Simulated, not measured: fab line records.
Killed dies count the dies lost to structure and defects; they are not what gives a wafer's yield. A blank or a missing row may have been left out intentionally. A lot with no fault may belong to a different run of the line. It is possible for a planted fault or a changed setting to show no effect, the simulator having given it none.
Which tool did it? / flow nand_harc / Sampling: 6 lots, 18 wafers, 5 of 1302 route steps

WHAT THE GAUGES SHOWED, per wafer
NHARC_END_SORT_01.
lot / measured / on / defect_limited_yield (%)

EACH LOT AND THE TOOL THAT RAN IT (in order: tool; ch and the chambers of the sampled wafers; start)
lot=L585; NHARC_A_CONTACT_DEP_85=pecvd-03 ch 0,1, day 23 11:48; NHARC_A_CONTACT_ETCH_98=rie_diel-03 ch 0,3, day 23 17:04; NHARC_A_CONTACT_STRIP_26=rie_diel-02 ch 0,3, day 23 18:20 or earlier; NHARC_A_CONTACT_ALD_18=ald_metal-03 ch 2,3, day 23 18:20
lot=L588; NHARC_A_CONTACT_DEP_85=pecvd-02 ch 0,1, day 24 10:25; NHARC_A_CONTACT_ETCH_98=rie_diel-03 ch 0,2,3, day 24 14:26; NHARC_A_CONTACT_STRIP_26=rie_diel-03 ch 0,2,3, day 24 15:28 or earlier; NHARC_A_CONTACT_ALD_18=ald_metal-02 ch 2,3, day 24 15:28
lot=L595; NHARC_A_CONTACT_DEP_85=pecvd-02 ch 0,1,2, day 27 00:41; NHARC_A_CONTACT_ETCH_98=rie_diel-03 ch 0,1,3, day 27 05:13; NHARC_A_CONTACT_STRIP_26=rie_diel-03 ch 0,1,2, day 27 06:15 or earlier; NHARC_A_CONTACT_ALD_18=ald_metal-03 ch 0,1,3, day 27 06:15
lot=L599; NHARC_A_CONTACT_DEP_85=pecvd-02 ch 0,1,2, day 28 07:06; NHARC_A_CONTACT_ETCH_98=rie_diel-03 ch 0,2, day 28 11:07; NHARC_A_CONTACT_STRIP_26=rie_diel-03 ch 0,2, day 28 12:08 or earlier; NHARC_A_CONTACT_ALD_18=ald_metal-03 ch 1,2, day 28 12:08
lot=L602; NHARC_A_CONTACT_DEP_85=pecvd-01 ch 0,2, day 30 02:25; NHARC_A_CONTACT_ETCH_98=rie_diel-03 ch 0,1,3, day 30 06:55; NHARC_A_CONTACT_STRIP_26=rie_diel-10 ch 0,3, day 30 08:02 or earlier; NHARC_A_CONTACT_ALD_18=ald_metal-04 ch 0,1,2, day 30 08:02
lot=L607; NHARC_A_CONTACT_DEP_85=pecvd-02 ch 0,1, day 31 23:57; NHARC_A_CONTACT_ETCH_98=rie_diel-02 ch 1,2, day 32 04:00; NHARC_A_CONTACT_STRIP_26=rie_diel-03 ch 0,3, day 32 05:08 or earlier; NHARC_A_CONTACT_ALD_18=ald_metal-02 ch 0,1, day 32 05:08
- NHARC_A_CONTACT_DEP_85: deposits SiON, target thk 60 nm.
- NHARC_A_CONTACT_ETCH_98: etches the open film in C4F6/O2, target depth 20 nm, time 10 s.
- NHARC_A_CONTACT_STRIP_26: strips in O2.
- NHARC_A_CONTACT_ALD_18: deposits TiN, target thk 3 nm, pulse time 1 s, ald cycles 150.

THE ANSWER, worked out from the rows above alone
Rule: the lots themselves supply what counts as usual. Put in order of their means at a reading, lots are off if they are a third of the lots or fewer, leave a main group of 4 or more, and stand apart from it by a gap of 3 or more times the standard deviation of the main group's means; of several such gaps the widest counts. A main group whose means are all the same, to the digits that the tables above print for the reading, isn't used. A lot without any number at a reading at which 4 lots or more have one is off too. All remaining lots with rows at the step are treated as sound.
No lot is off on any of the readings shown, so nothing can be concluded from this.

WHAT THE SIMULATOR HAD PUT IN
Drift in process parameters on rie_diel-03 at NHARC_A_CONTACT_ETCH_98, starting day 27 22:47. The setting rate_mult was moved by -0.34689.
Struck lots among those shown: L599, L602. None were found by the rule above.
